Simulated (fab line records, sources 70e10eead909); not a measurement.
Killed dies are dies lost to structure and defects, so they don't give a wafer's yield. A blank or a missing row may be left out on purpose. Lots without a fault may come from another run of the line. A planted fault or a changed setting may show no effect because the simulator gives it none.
Chamber matching | flow nand_harc | NHARC_A_STAIRCASE_ETCH_271 on rie_diel-02: 4 sister chambers
The step etches the open film in CF4/CHF3. 7 wafers are shown with their chamber, then 7 later ones without.

WAFERS WITH THEIR CHAMBER
wafer  | chamber | showerhead_plenum_p_Torr (Torr) | rf_vpp_V (V)
L081.3 | 0       | 1.49                            | 367.2
L081.5 | 3       | 1.68                            | 374.4
L083.1 | 2       | 1.47                            | 368.4
L083.3 | 3       | 1.68                            | 372.6
L083.6 | 1       | 1.53                            | 368.1
L091.2 | 0       | 1.48                            | 366.3
L091.5 | 1       | 1.52                            | 368.0

WAFERS WITHOUT THEIR CHAMBER
wafer  | showerhead_plenum_p_Torr (Torr) | rf_vpp_V (V)
L091.6 | 1.46                            | 365.5
L096.3 | 1.70                            | 373.8
L096.4 | 1.67                            | 374.1
L096.5 | 1.52                            | 367.8
L097.1 | 1.67                            | 373.6
L097.5 | 1.47                            | 368.1
L097.6 | 1.67                            | 372.8

WHICH CHAMBER EACH WENT THROUGH
wafer  | from the rows above     | in truth
L091.6 | can't be placed: 2 or 0 | 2
L096.3 | 3                       | 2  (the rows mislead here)
L096.4 | 3                       | 3
L096.5 | 1                       | 1
L097.1 | 3                       | 3
L097.5 | 2                       | 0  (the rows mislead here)
L097.6 | 3                       | 3
Placed correctly: 4 of 7. Can't be placed from these rows: 1 (the true chamber is among the candidates in 1). Placed wrongly: 2.
How it was worked out, from the rows above alone: a wafer's distance from a chamber is the root of the sum, over the readings, of the square of ((its reading less the chamber's mean) divided by the reading's scatter). The wafer belongs to the nearest chamber; if the next one is less than 2 further off, it can't be placed. A chamber's mean is the mean of its shown wafers. The scatter: the root of (the sum of the squares of (reading less its chamber's mean) over the shown wafers, divided by (wafers less chambers)).
